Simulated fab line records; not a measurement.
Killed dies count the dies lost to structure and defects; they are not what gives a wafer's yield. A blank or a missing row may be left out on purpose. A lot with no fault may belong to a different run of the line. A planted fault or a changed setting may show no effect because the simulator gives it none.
fab line records -- flow n5_finfet
record: lots: 7, wafers: 39
route steps=1938 shown FIN_SAQP@94 HKMG_FIN@442 MOL_CONTACT_COAG@613 BEOL_M8@1377
start_h: hours from the record's opening day to when the first of the lot's shown wafers began -- wait_h: time in hours since the lot's previous step -- " identical to the entry in the row above -- L1.1+2: one row covering several wafers at once -- - no value, or no start was given -- * or withheld: withheld -- < > ~ a bound
route shown NAME@n: NAME is a module with steps in the file, n the number in the route of the first one -- usual: mean/standard deviation of fault-free wafers -- same: alike in all rows -- chamber/n: place in a boat -- sites: readings site by site -- _std_site: the values' standard deviation -- _edge_site: inner sites' mean taken away from outer sites' mean -- radius_mm: how far each site lies from the wafer's centre -- mask NAME#n: copy n -- behind: the most recent tool/chamber to have shaped the wafer -- hold: cause of the lot's hold/its duration in hours/its outcome -- device: the transistor (n, p or np) that didn't switch -- end of line: the tests these same wafers got at the end of their route -- where a step has no rows: the recipe by itself -- killed: not the wafer's yield, but the dies lost to structure and defects at the first sort -- map: a wafer's dies, x killed, . not, _ none there
set.NAME: setting as actually run; set.NAME@STEP: the setting as run at that earlier step -- model.NAME: the simulator's own value behind a step, which no gauge read
lots where settings were altered on purpose, with a table for each step and a row for each wafer
== steps ==
step: N5_FIN_SAQP_ALD_61
recipe: material: SiO2, target_thk_a: 40, temp_c: 300, ald_precursor_family: BDEAS, ald_co_reactant: O2-plasma, pulse_time_s: 1, purge_time_s: 2, co_reactant_purge_time_s: 2, ald_cycles: 43, pressure_torr: 2
lot.wafer,tool,chamber,start_h,wait_h,set.ald_cycles,model.SiO2_of_FIN_SAQP_ALD_61.thk_nm
L074.1,ald_sin-02,1,21.20,0.2,32,2.966
L074.2,ald_sin-02,0,21.20,0.2,32,2.979
L074.3,ald_sin-02,2,21.20,0.2,32,3.002
L074.4,ald_sin-02,3,21.20,0.2,43,4.005
L074.5,ald_sin-02,1,21.20,0.2,43,4.011
L074.6,ald_sin-02,2,21.20,0.2,43,3.997
L075.1,ald_sin-01,3,27.04,0.0,43,4.006
L075.2,ald_sin-01,0,27.04,0.0,43,3.997
L075.3,ald_sin-01,1,27.04,0.0,43,4.004
L075.4,ald_sin-01,2,27.04,0.0,43,4.015
L075.5,ald_sin-01,3,27.04,0.0,43,3.993
L075.6,ald_sin-01,0,27.04,0.0,43,4
L077.1,ald_sin-01,2,38.73,0.1,43,4.015
L077.2,ald_sin-01,1,38.73,0.1,19,1.765
L077.3,ald_sin-01,3,38.73,0.1,19,1.764
L077.4,ald_sin-01,0,38.73,0.1,19,1.756
L077.5,ald_sin-01,3,38.73,0.1,43,3.992
L077.6,ald_sin-01,2,38.73,0.1,43,3.994
L082.1,ald_sin-01,3,68.06,0.0,43,4.015
L082.4,ald_sin-01,2,68.06,0.0,43,4.007
L082.5,ald_sin-01,2,68.06,0.0,43,4.023
L084.1,ald_sin-03,1,80.50,0.0,43,4.015
L084.2,ald_sin-03,0,80.50,0.0,43,4.016
L084.3,ald_sin-03,2,80.50,0.0,25,2.317
L084.4,ald_sin-03,3,80.50,0.0,25,2.314
L084.5,ald_sin-03,3,80.50,0.0,25,2.307
L084.6,ald_sin-03,2,80.50,0.0,43,3.994
L088.1,ald_sin-03,1,105.53,0.4,43,4.035
L088.2,ald_sin-03,0,105.53,0.4,43,4.007
L088.3,ald_sin-03,3,105.53,0.4,43,3.989
L088.4,ald_sin-03,2,105.53,0.4,43,4.008
L088.5,ald_sin-03,3,105.53,0.4,43,3.999
L088.6,ald_sin-03,2,105.53,0.4,43,4.009
L095.1,ald_sin-02,3,146.21,0.0,64,5.931
L095.2,ald_sin-02,1,146.21,0.0,43,3.935
L095.3,ald_sin-02,0,146.21,0.0,64,5.948
L095.4,ald_sin-02,2,146.21,0.0,64,5.935
L095.5,ald_sin-02,0,146.21,0.0,43,3.982
L095.6,ald_sin-02,1,146.21,0.0,43,3.955
step: N5_HKMG_FIN_ALD_91
recipe: material: TiN, target_thk_a: 10, temp_c: 400, ald_precursor_family: TiCl4, ald_co_reactant: NH3, pulse_time_s: 1, purge_time_s: 3, co_reactant_purge_time_s: 2, co_reactant_pulse_time_s: 2, ald_cycles: 47, pressure_torr: 3
lot.wafer,tool,chamber,start_h,wait_h,set.ald_cycles,model.TiN_of_HKMG_FIN_ALD_91.thk_nm
L074.1+5+6,ald_metal-01,"0,1,3",78.92,0.3,56,1.2
L074.2+3+4,ald_metal-01,"1,3,0",78.92,0.3,47,1
L075.1+2+3,ald_metal-01,"3,1,0",83.58,0.3,47,1
L075.4+5+6,ald_metal-01,"1,3,0",83.58,0.3,75,1.6
L077.1+2+3+4+5+6,ald_metal-03,"0,3,2,1,2,3",94.45,0.3,47,1
L082.1+4+5,ald_metal-04,"0,3,0",125.32,0.3,47,1
L084.1+4+5,ald_metal-01,"0,2,1",135.66,0.3,47,1
L084.2+3+6,ald_metal-01,"3,1,0",135.66,0.3,35,0.8
L088.1+3+5,ald_metal-04,"3,0,3",161.11,0.3,47,1
L088.2+4+6,ald_metal-04,"2,1,0",161.11,0.3,60,1.2
L095.1+2+4,ald_metal-04,"2,3,1",200.83,0.3,30,0.6
L095.3+5+6,ald_metal-04,"0,0,1",200.83,0.3,47,1
step: N5_MOL_CONTACT_COAG_ETCHBACK_136
recipe: chemistry: CHF3, target: SiO2, target_depth_a: 250, time_s: 16.7, ion_energy_ev: 200, pressure_mtorr: 30, source_w: 610, bias_w: 170, Ar_flow_sccm: 200, CHF3_flow_sccm: 50
lot.wafer,tool,chamber,start_h,wait_h,set.target_depth_a,model.SOC_of_MOL_CONTACT_COAG_COAT_62.thk_nm
L074.1,rie_diel-03,3,104.74,0.0,250,57.6
L074.2,rie_diel-03,2,104.74,0.0,117.8,59.2
L074.3+5,rie_diel-03,0,104.74,0.0,250,57.4
L074.4,rie_diel-03,1,104.74,0.0,117.8,59
L074.6,rie_diel-03,1,104.74,0.0,117.8,58.8
L075.1+3,rie_diel-03,"3,2",108.46,0.0,250,57
L075.2+4+5+6,rie_diel-03,"1,0,3,2",108.46,0.0,250,57.2
L077.1+4,rie_diel-03,"1,0",118.35,0.0,250,57.2
L077.2+5,rie_diel-03,3,118.35,0.0,162.5,58.2
L077.3,rie_diel-03,2,118.35,0.0,250,57.4
L077.6,rie_diel-03,0,118.35,0.0,162.5,58
L082.1+5,rie_diel-03,2,149.96,0.0,250,57.2
L082.4,rie_diel-03,3,149.96,0.0,250,57.4
L084.1,rie_diel-05,1,158.15,0.0,250,57.6
L084.2,rie_diel-05,2,158.15,0.0,320,56.8
L084.3,rie_diel-05,0,158.15,0.0,250,57.2
L084.4+5,rie_diel-05,"3,2",158.15,0.0,320,56.6
L084.6,rie_diel-05,1,158.15,0.0,250,57.4
L088.1+4,rie_diel-03,"3,1",183.44,0.0,149.3,58.4
L088.2+6,rie_diel-03,"0,3",183.44,0.0,250,57.2
L088.3,rie_diel-03,2,183.44,0.0,149.3,58.2
L088.5,rie_diel-03,2,183.44,0.0,250,57
L095.1,rie_diel-04,3,229.30,0.0,350.6,56
L095.2+3+5,rie_diel-04,"2,0,0",229.30,0.0,250,57.2
L095.4+6,rie_diel-04,"1,3",229.30,0.0,350.6,56.2
step: N5_MOL_CONTACT_COAG_STRIP_120
recipe: chemistry: CHF3, resist: SiARC, rf_frequency_hz: 6e+07
step: N5_MOL_CONTACT_COAG_VIA_ETCH_117
recipe: chemistry: C4F6/O2, target_depth_a: 400, overetch_a: 80, mask_material: SOC, target: SiO2, bias_w: 455, pressure_mtorr: 10, time_s: 26, source_w: 325, Ar_flow_sccm: 300, C4F6_flow_sccm: 10, O2_flow_sccm: 10, ion_energy_ev: 575.3, ends: end_point
lot.wafer,tool,chamber,start_h,wait_h,set.target_depth_a@MOL_CONTACT_COAG_ETCHBACK_136,model.etch.depth_nm,model.MOL_CONTACT_COAG.feature_depth_nm,model.SOC_of_MOL_CONTACT_COAG_COAT_62.thk_nm
L074.1,rie_diel-03,3,104.77,0.0,250,39.68,39.6,51.8
L074.2,rie_diel-03,2,104.77,0.0,117.8,48.63,48.6,53.4
L074.3,rie_diel-03,0,104.77,0.0,250,39.04,39,51.6
L074.4,rie_diel-03,1,104.77,0.0,117.8,48.53,48.6,53
L074.5,rie_diel-03,0,104.77,0.0,250,39.09,39,51.6
L074.6,rie_diel-03,1,104.77,0.0,117.8,48.18,48.2,53
L075.1,rie_diel-03,3,108.49,0.0,250,39.57,39.6,51.2
L075.2,rie_diel-03,1,108.49,0.0,250,39.61,39.6,51.2
L075.3,rie_diel-03,2,108.49,0.0,250,39.6,39.6,51.2
L075.4,rie_diel-03,0,108.49,0.0,250,39.34,39.4,51.2
L075.5,rie_diel-03,3,108.49,0.0,250,39.47,39.4,51.4
L075.6,rie_diel-03,2,108.49,0.0,250,39.58,39.6,51.4
L077.1,rie_diel-03,1,118.39,0.0,250,39.52,39.6,51.2
L077.2,rie_diel-03,3,118.39,0.0,162.5,48.57,48.6,52.4
L077.3,rie_diel-03,2,118.39,0.0,250,39.85,39.8,51.6
L077.4,rie_diel-03,0,118.39,0.0,250,39.46,39.4,51.2
L077.5,rie_diel-03,3,118.39,0.0,162.5,48.54,48.6,52.4
L077.6,rie_diel-03,0,118.39,0.0,162.5,48.29,48.2,52.2
L082.1,rie_diel-03,2,149.99,0.0,250,39.53,39.6,51.4
L082.4,rie_diel-03,3,149.99,0.0,250,39.52,39.6,51.4
L082.5,rie_diel-03,2,149.99,0.0,250,39.38,39.4,51.4
L084.1,rie_diel-05,1,158.18,0.0,250,41.1,41,52
L084.2,rie_diel-05,2,158.18,0.0,320,33.94,34,51.2
L084.3,rie_diel-05,0,158.18,0.0,250,39.69,39.6,51.6
L084.4,rie_diel-05,3,158.18,0.0,320,32.94,33,50.8
L084.5,rie_diel-05,2,158.18,0.0,320,33.93,34,51
L084.6,rie_diel-05,1,158.18,0.0,250,40.94,41,52
L088.1,rie_diel-03,3,183.47,0.0,149.3,48.4,48.4,52.6
L088.2,rie_diel-03,0,183.47,0.0,250,39.45,39.4,51.4
L088.3,rie_diel-03,2,183.47,0.0,149.3,48.67,48.6,52.4
L088.4,rie_diel-03,1,183.47,0.0,149.3,48.46,48.4,52.6
L088.5,rie_diel-03,2,183.47,0.0,250,39.73,39.8,51.2
L088.6,rie_diel-03,3,183.47,0.0,250,39.95,40,51.6
L095.1,rie_diel-04,3,229.33,0.0,350.6,29.88,29.8,50.4
L095.2,rie_diel-04,2,229.33,0.0,250,39.65,39.6,51.4
L095.3,rie_diel-04,0,229.33,0.0,250,39.4,39.4,51.4
L095.4,rie_diel-04,1,229.33,0.0,350.6,30.04,30,50.4
L095.5,rie_diel-04,0,229.33,0.0,250,39.38,39.4,51.4
L095.6,rie_diel-04,3,229.33,0.0,350.6,29.93,30,50.6
step: N5_BEOL_M8_TRENCH_ETCH_37
recipe: chemistry: C4F6/O2, target_depth_a: 934.78, target: SiCOH_lowk, time_s: 31.2, ion_energy_ev: 250, pressure_mtorr: 30, source_w: 345, bias_w: 185, Ar_flow_sccm: 300, C4F6_flow_sccm: 10, O2_flow_sccm: 10
lot.wafer,tool,chamber,start_h,wait_h,set.time_s,model.etch.depth_nm,model.BEOL_M8.feature_depth_nm,model.TiN_of_BEOL_M8_HM_DEP_02.thk_nm
L075.1,rie_diel-03,1,-,-,31.2,94.9,95,17
L075.2,rie_diel-03,0,-,-,39.22,120.1,120.2,16.2
L075.3,rie_diel-03,2,-,-,39.22,120,120,16.4
L075.4,rie_diel-03,3,-,-,31.2,94.33,94.4,17.6
L075.5,rie_diel-03,0,-,-,39.22,119.9,119.8,16.6
L075.6,rie_diel-03,1,-,-,31.2,94.47,94.4,16.6
L074.1,rie_diel-04,1,-,-,31.2,93.03,93,17.2
L074.2,rie_diel-04,3,-,-,31.2,92.16,92.2,17.4
L074.3,rie_diel-04,1,-,-,31.2,93.1,93.2,17
L074.4,rie_diel-04,3,-,-,31.2,91.46,91.4,17.6
L074.5,rie_diel-04,1,-,-,31.2,92.67,92.6,17.2
L074.6,rie_diel-04,3,-,-,31.2,91.65,91.6,17.4
L077.1,rie_diel-04,3,-,-,31.2,91.66,91.6,17.2
L077.2,rie_diel-04,0,-,-,31.2,94.42,94.4,17.2
L077.3,rie_diel-04,2,-,-,24.1,72.7,72.8,17.6
L077.4,rie_diel-04,1,-,-,24.1,71.29,71.2,18
L077.5,rie_diel-04,1,-,-,24.1,71.02,71,18
L077.6,rie_diel-04,0,-,-,31.2,94.29,94.2,17.2
L082.1,rie_diel-03,1,-,-,31.2,93.85,93.8,17.6
L082.4,rie_diel-03,1,-,-,31.2,93.78,93.8,17.2
L082.5,rie_diel-03,3,-,-,31.2,93.61,93.6,17.4
L084.1,rie_diel-04,1,-,-,31.2,94.29,94.2,17
L084.2,rie_diel-04,2,-,-,49.33,149.9,150,15.6
L084.3,rie_diel-04,0,-,-,31.2,95.62,95.6,17.4
L084.4,rie_diel-04,1,-,-,31.2,94.82,94.8,17.2
L084.5,rie_diel-04,2,-,-,49.33,149.8,149.8,15.6
L084.6,rie_diel-04,0,-,-,49.33,150.9,151,15.6
L088.1,rie_diel-03,0,-,-,31.2,95.81,95.8,17.2
L088.2,rie_diel-03,2,-,-,31.2,94.91,95,17.4
L088.3,rie_diel-03,3,-,-,31.2,94.29,94.2,17.4
L088.4,rie_diel-03,1,-,-,31.2,94.65,94.6,17.2
L088.5,rie_diel-03,3,-,-,31.2,94.02,94,17.6
L088.6,rie_diel-03,2,-,-,31.2,94.75,94.8,17.2
L095.1,rie_diel-05,3,-,-,22.69,67.13,67.2,18
L095.2,rie_diel-05,2,-,-,31.2,90.05,90,17.2
L095.3,rie_diel-05,1,-,-,31.2,89.33,89.4,17.2
L095.4,rie_diel-05,0,-,-,31.2,93.27,93.2,17.4
L095.5,rie_diel-05,0,-,-,22.69,67.88,67.8,17.6
L095.6,rie_diel-05,1,-,-,22.69,65.08,65,18
step: N5_BEOL_M8_ETCH_41
recipe: chemistry: CH3F/O2, target: SiCN, target_depth_a: 319, taper_deg: 2, time_s: 57.8, ion_energy_ev: 120, mask_material: TiN, pressure_mtorr: 30, source_w: 395, bias_w: 75, Ar_flow_sccm: 150, CH3F_flow_sccm: 30, O2_flow_sccm: 20
step: N5_BEOL_M8_STRIP_80
recipe: chemistry: N2/H2, time_s: 10, power_w: 450, temp_c: 40, pressure_mtorr: 20, rf_frequency_hz: 6e+07, bias_power_w: 7, n2_flow_sccm: 200, h2_flow_sccm: 200
step: N5_BEOL_M8_OCD_MEAS_38
usual: trench_depth_nm: 93.8/1.7
lot.wafer,tool,chamber,start_h,wait_h,set.time_s@BEOL_M8_TRENCH_ETCH_37,trench_depth_nm
L075.1,ocd-02,-,189.10,-,31.2,94.9
L075.2,ocd-02,-,189.10,-,39.22,120.0
L075.3,ocd-02,-,189.10,-,39.22,120.1
L075.4,ocd-02,-,189.10,-,31.2,94.2
L075.5,ocd-02,-,189.10,-,39.22,119.7
L075.6,ocd-02,-,189.10,-,31.2,94.8
L074.1,ocd-01,-,204.08,-,31.2,93.3
L074.2,ocd-01,-,204.08,-,31.2,91.8
L074.3,ocd-01,-,204.08,-,31.2,93.1
L074.4,ocd-01,-,204.08,-,31.2,91.3
L074.5,ocd-01,-,204.08,-,31.2,92.5
L074.6,ocd-01,-,204.08,-,31.2,91.6
L077.1,ocd-02,-,226.49,-,31.2,90.9
L077.2,ocd-02,-,226.49,-,31.2,94.7
L077.3,ocd-02,-,226.49,-,24.1,72.4
L077.4,ocd-02,-,226.49,-,24.1,71.2
L077.5,ocd-02,-,226.49,-,24.1,70.9
L077.6,ocd-02,-,226.49,-,31.2,93.9
L082.1,ocd-02,-,248.75,-,31.2,94.4
L082.4,ocd-02,-,248.75,-,31.2,93.2
L082.5,ocd-02,-,248.75,-,31.2,93.3
L084.1,ocd-02,-,250.54,-,31.2,94.5
L084.2,ocd-02,-,250.54,-,49.33,149.6
L084.3,ocd-02,-,250.54,-,31.2,95.7
L084.4,ocd-02,-,250.54,-,31.2,94.9
L084.5,ocd-02,-,250.54,-,49.33,149.2
L084.6,ocd-02,-,250.54,-,49.33,150.5
L088.1,ocd-02,-,285.73,-,31.2,95.4
L088.2,ocd-02,-,285.73,-,31.2,95.1
L088.3,ocd-02,-,285.73,-,31.2,94.2
L088.4,ocd-02,-,285.73,-,31.2,94.5
L088.5,ocd-02,-,285.73,-,31.2,94.2
L088.6,ocd-02,-,285.73,-,31.2,95.1
L095.1,ocd-02,-,325.93,-,22.69,67.0
L095.2,ocd-02,-,325.93,-,31.2,89.4
L095.3,ocd-02,-,325.93,-,31.2,89.1
L095.4,ocd-02,-,325.93,-,31.2,93.1
L095.5,ocd-02,-,325.93,-,22.69,68.3
L095.6,ocd-02,-,325.93,-,22.69,65.2
step: N5_BEOL_M8_HM_STRIP_39
recipe: chemistry: peroxide_tin_strip, material: TiN, target_depth_a: 250, temp_c: 50, time_s: 158
step: N5_BEOL_M8_SRD_40
recipe: time_s: 30, temp_c: 23, rinse_liquid: diw, dry: ipa_marangoni
step: N5_BEOL_M8_ECD_50
recipe: material: Cu, target_thk_a: 3000
step: N5_BEOL_M8_ANNEAL_51
recipe: temp_c: 225, time_s: 90, ambient: N2
step: N5_BEOL_M8_CMP_52
recipe: stop_on: SiCOH_lowk, t_overpolish_s: 6.9, down_force_psi: 1, platen_rpm: 50, clearing_platen_down_force_psi: 1.5, clearing_platen_rpm: 50, post_cmp_clean: cu_alkaline, target_thk_nm: 80, clearing_platen_pad_velocity_m_s: 0.99484, pad_velocity_m_s: 0.99484
lot.wafer,tool,chamber,start_h,wait_h,set.time_s@BEOL_M8_TRENCH_ETCH_37,model.Cu_of_BEOL_M8_ECD_50.thk_nm
L075.1,cmp-01,0,191.45,0.3,31.2,81
L075.2,cmp-01,1,191.45,0.3,39.22,109
L075.4,cmp-01,2,191.45,0.3,31.2,80
L075.3+5,cmp-01,"3,0",191.45,0.3,39.22,107.6
L075.6,cmp-01,1,191.45,0.3,31.2,83
L074.4,cmp-02,3,207.35,0.1,31.2,75.8
L074.3+5,cmp-02,0,207.35,0.1,31.2,79.2
L074.2,cmp-02,1,207.35,0.1,31.2,78.2
L074.1,cmp-02,2,207.35,0.1,31.2,79.4
L074.6,cmp-02,3,207.35,0.1,31.2,76
L077.1,cmp-01,2,228.53,0.3,31.2,78
L077.2,cmp-01,3,228.53,0.3,31.2,82
L077.3,cmp-01,0,228.53,0.3,24.1,59.4
L077.4,cmp-01,1,228.53,0.3,24.1,59.6
L077.5,cmp-01,2,228.53,0.3,24.1,57
L077.6,cmp-01,3,228.53,0.3,31.2,81.2
L082.4,cmp-02,0,251.81,0.2,31.2,81
L082.1,cmp-02,1,251.81,0.2,31.2,80.8
L082.5,cmp-02,3,251.81,0.2,31.2,80.2
L084.2,cmp-03,3,252.54,0.2,49.33,134.6
L084.4,cmp-03,0,252.54,0.2,31.2,79.6
L084.3,cmp-03,1,252.54,0.2,31.2,82.8
L084.1,cmp-03,2,252.54,0.2,31.2,80
L084.6,cmp-03,3,252.54,0.2,49.33,135.2
L084.5,cmp-03,0,252.54,0.2,49.33,134.4
L088.4,cmp-03,1,287.48,0.1,31.2,79.8
L088.3+5,cmp-03,2,287.48,0.1,31.2,79
L088.2,cmp-03,3,287.48,0.1,31.2,79.6
L088.1,cmp-03,0,287.48,0.1,31.2,80.6
L088.6,cmp-03,1,287.48,0.1,31.2,80.8
L095.2,cmp-03,0,328.52,0.2,31.2,74
L095.4,cmp-03,1,328.52,0.2,31.2,80.2
L095.1,cmp-03,2,328.52,0.2,22.69,53.6
L095.3,cmp-03,3,328.52,0.2,31.2,75.2
L095.5,cmp-03,0,328.52,0.2,22.69,54
L095.6,cmp-03,1,328.52,0.2,22.69,50.4
step: N5_BEOL_M8_THK_MEAS_53
recipe: thk_meas_gauge: xrf, reads: Cu_of_BEOL_M8_ECD_50
usual: M8_THK: 80.2/2
lot.wafer,tool,chamber,start_h,wait_h,set.time_s@BEOL_M8_TRENCH_ETCH_37,M8_THK[nm]
L075.1,film_metro-01,-,191.75,-,31.2,81.5
L075.2,film_metro-01,-,191.75,-,39.22,109.2
L075.3,film_metro-01,-,191.75,-,39.22,108.1
L075.4,film_metro-01,-,191.75,-,31.2,80.0
L075.5,film_metro-01,-,191.75,-,39.22,108.0
L075.6,film_metro-01,-,191.75,-,31.2,83.3
L074.1,film_metro-01,-,207.65,-,31.2,78.9
L074.2,film_metro-01,-,207.65,-,31.2,77.8
L074.3,film_metro-01,-,207.65,-,31.2,79.3
L074.4,film_metro-01,-,207.65,-,31.2,75.5
L074.5,film_metro-01,-,207.65,-,31.2,78.9
L074.6,film_metro-01,-,207.65,-,31.2,75.7
L077.1,film_metro-02,-,228.82,-,31.2,77.0
L077.2,film_metro-02,-,228.82,-,31.2,81.8
L077.3,film_metro-02,-,228.82,-,24.1,58.9
L077.4,film_metro-02,-,228.82,-,24.1,59.1
L077.5,film_metro-02,-,228.82,-,24.1,56.3
L077.6,film_metro-02,-,228.82,-,31.2,80.1
L082.1,film_metro-01,-,252.07,-,31.2,81.5
L082.4,film_metro-01,-,252.07,-,31.2,81.9
L082.5,film_metro-01,-,252.07,-,31.2,81.0
L084.1,film_metro-01,-,252.83,-,31.2,80.3
L084.2,film_metro-01,-,252.83,-,49.33,136.2
L084.3,film_metro-01,-,252.83,-,31.2,83.0
L084.4,film_metro-01,-,252.83,-,31.2,80.2
L084.5,film_metro-01,-,252.83,-,49.33,135.2
L084.6,film_metro-01,-,252.83,-,49.33,135.5
L088.1,film_metro-02,-,287.77,-,31.2,80.0
L088.2,film_metro-02,-,287.77,-,31.2,78.9
L088.3,film_metro-02,-,287.77,-,31.2,78.2
L088.4,film_metro-02,-,287.77,-,31.2,79.2
L088.5,film_metro-02,-,287.77,-,31.2,78.4
L088.6,film_metro-02,-,287.77,-,31.2,80.4
L095.1,film_metro-02,-,328.81,-,22.69,54.0
L095.2,film_metro-02,-,328.81,-,31.2,74.6
L095.3,film_metro-02,-,328.81,-,31.2,75.8
L095.4,film_metro-02,-,328.81,-,31.2,80.6
L095.5,film_metro-02,-,328.81,-,22.69,54.0
L095.6,film_metro-02,-,328.81,-,22.69,50.6
step: N5_BEOL_M8_PRE_CLEAN_55
recipe: gas: NH3, time_s: 15, temp_c: withheld, rf_power_w: 300
step: N5_BEOL_M8_DEP_56
recipe: material: SiCN, target_thk_a: 100, temp_c: withheld, precursor: 3MS/NH3, pressure_torr: 3, rf_w: 202, time_s: 17.5
step: N5_BEOL_M8_RS_MEAS_57
recipe: thk_meas_gauge: four-point-probe, reads: Cu_of_BEOL_M8_ECD_50+Co_of_BEOL_M8_CVD_78+TaN_of_BEOL_M8_ALD_77
usual: M8_RS: 0.285/0.0086
lot.wafer,tool,chamber,start_h,wait_h,set.time_s@BEOL_M8_TRENCH_ETCH_37,M8_RS[ohm/sq]
L075.1,film_metro-02,-,191.88,0.1,31.2,0.282
L075.2,film_metro-02,-,191.88,0.1,39.22,0.201
L075.3,film_metro-02,-,191.88,0.1,39.22,0.204
L075.4,film_metro-02,-,191.88,0.1,31.2,0.287
L075.5,film_metro-02,-,191.88,0.1,39.22,0.204
L075.6,film_metro-02,-,191.88,0.1,31.2,0.275
L074.1,film_metro-02,-,207.78,0.1,31.2,0.290
L074.2,film_metro-02,-,207.78,0.1,31.2,0.294
L074.3,film_metro-02,-,207.78,0.1,31.2,0.290
L074.4,film_metro-02,-,207.78,0.1,31.2,0.305
L074.5,film_metro-02,-,207.78,0.1,31.2,0.289
L074.6,film_metro-02,-,207.78,0.1,31.2,0.304
L077.1,film_metro-01,-,228.99,0.1,31.2,0.294
L077.2,film_metro-01,-,228.99,0.1,31.2,0.278
L077.3,film_metro-01,-,228.99,0.1,24.1,0.408
L077.4,film_metro-01,-,228.99,0.1,24.1,0.407
L077.5,film_metro-01,-,228.99,0.1,24.1,0.431
L077.6,film_metro-01,-,228.99,0.1,31.2,0.282
L082.1,film_metro-01,-,252.20,0.1,31.2,0.283
L082.4,film_metro-01,-,252.20,0.1,31.2,0.281
L082.5,film_metro-01,-,252.20,0.1,31.2,0.285
L084.1,film_metro-01,-,252.96,0.1,31.2,0.285
L084.2,film_metro-01,-,252.96,0.1,49.33,0.158
L084.3,film_metro-01,-,252.96,0.1,31.2,0.274
L084.4,film_metro-01,-,252.96,0.1,31.2,0.288
L084.5,film_metro-01,-,252.96,0.1,49.33,0.159
L084.6,film_metro-01,-,252.96,0.1,49.33,0.157
L088.1,film_metro-02,-,287.90,0.1,31.2,0.284
L088.2,film_metro-02,-,287.90,0.1,31.2,0.288
L088.3,film_metro-02,-,287.90,0.1,31.2,0.290
L088.4,film_metro-02,-,287.90,0.1,31.2,0.286
L088.5,film_metro-02,-,287.90,0.1,31.2,0.291
L088.6,film_metro-02,-,287.90,0.1,31.2,0.283
L095.1,film_metro-01,-,328.95,0.1,22.69,0.463
L095.2,film_metro-01,-,328.95,0.1,31.2,0.313
L095.3,film_metro-01,-,328.95,0.1,31.2,0.308
L095.4,film_metro-01,-,328.95,0.1,31.2,0.285
L095.5,film_metro-01,-,328.95,0.1,22.69,0.461
L095.6,film_metro-01,-,328.95,0.1,22.69,0.501
== key ==
split: step: N5_FIN_SAQP_ALD_61, setting: ald_cycles, stated: 43, by: wafer
response: step: N5_FIN_SAQP_ALD_61, reading: model.SiO2_of_FIN_SAQP_ALD_61.thk_nm, change: +0.0403, per: 1%, r: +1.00
split: step: N5_HKMG_FIN_ALD_91, setting: ald_cycles, stated: 47, by: wafer
response: step: N5_HKMG_FIN_ALD_91, reading: model.TiN_of_HKMG_FIN_ALD_91.thk_nm, change: +0.00974, per: 1%, r: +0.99
split: step: N5_MOL_CONTACT_COAG_ETCHBACK_136, setting: target_depth_a, stated: 250, by: wafer
response: step: N5_MOL_CONTACT_COAG_ETCHBACK_136, reading: model.SOC_of_MOL_CONTACT_COAG_COAT_62.thk_nm, change: -0.0277, per: 1%, r: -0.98
response: step: N5_MOL_CONTACT_COAG_VIA_ETCH_117, reading: model.etch.depth_nm, change: -0.215, per: 1%, r: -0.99
response: step: N5_MOL_CONTACT_COAG_VIA_ETCH_117, reading: model.MOL_CONTACT_COAG.feature_depth_nm, change: -0.215, per: 1%, r: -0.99
response: step: N5_MOL_CONTACT_COAG_VIA_ETCH_117, reading: model.SOC_of_MOL_CONTACT_COAG_COAT_62.thk_nm, change: -0.0273, per: 1%, r: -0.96
split: step: N5_BEOL_M8_TRENCH_ETCH_37, setting: time_s, stated: 31.2, by: wafer
response: step: N5_BEOL_M8_TRENCH_ETCH_37, reading: model.etch.depth_nm, change: +0.948, per: 1%, r: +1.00
response: step: N5_BEOL_M8_TRENCH_ETCH_37, reading: model.BEOL_M8.feature_depth_nm, change: +0.949, per: 1%, r: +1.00
response: step: N5_BEOL_M8_TRENCH_ETCH_37, reading: model.TiN_of_BEOL_M8_HM_DEP_02.thk_nm, change: -0.0267, per: 1%, r: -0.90
response: step: N5_BEOL_M8_OCD_MEAS_38, reading: trench_depth_nm, change: +0.938, per: 1%, r: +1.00
response: step: N5_BEOL_M8_CMP_52, reading: model.Cu_of_BEOL_M8_ECD_50.thk_nm, change: +0.937, per: 1%, r: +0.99
response: step: N5_BEOL_M8_THK_MEAS_53, reading: M8_THK, change: +0.944, per: 1%, r: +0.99
response: step: N5_BEOL_M8_RS_MEAS_57, reading: M8_RS, change: -0.0032, per: 1%, r: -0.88
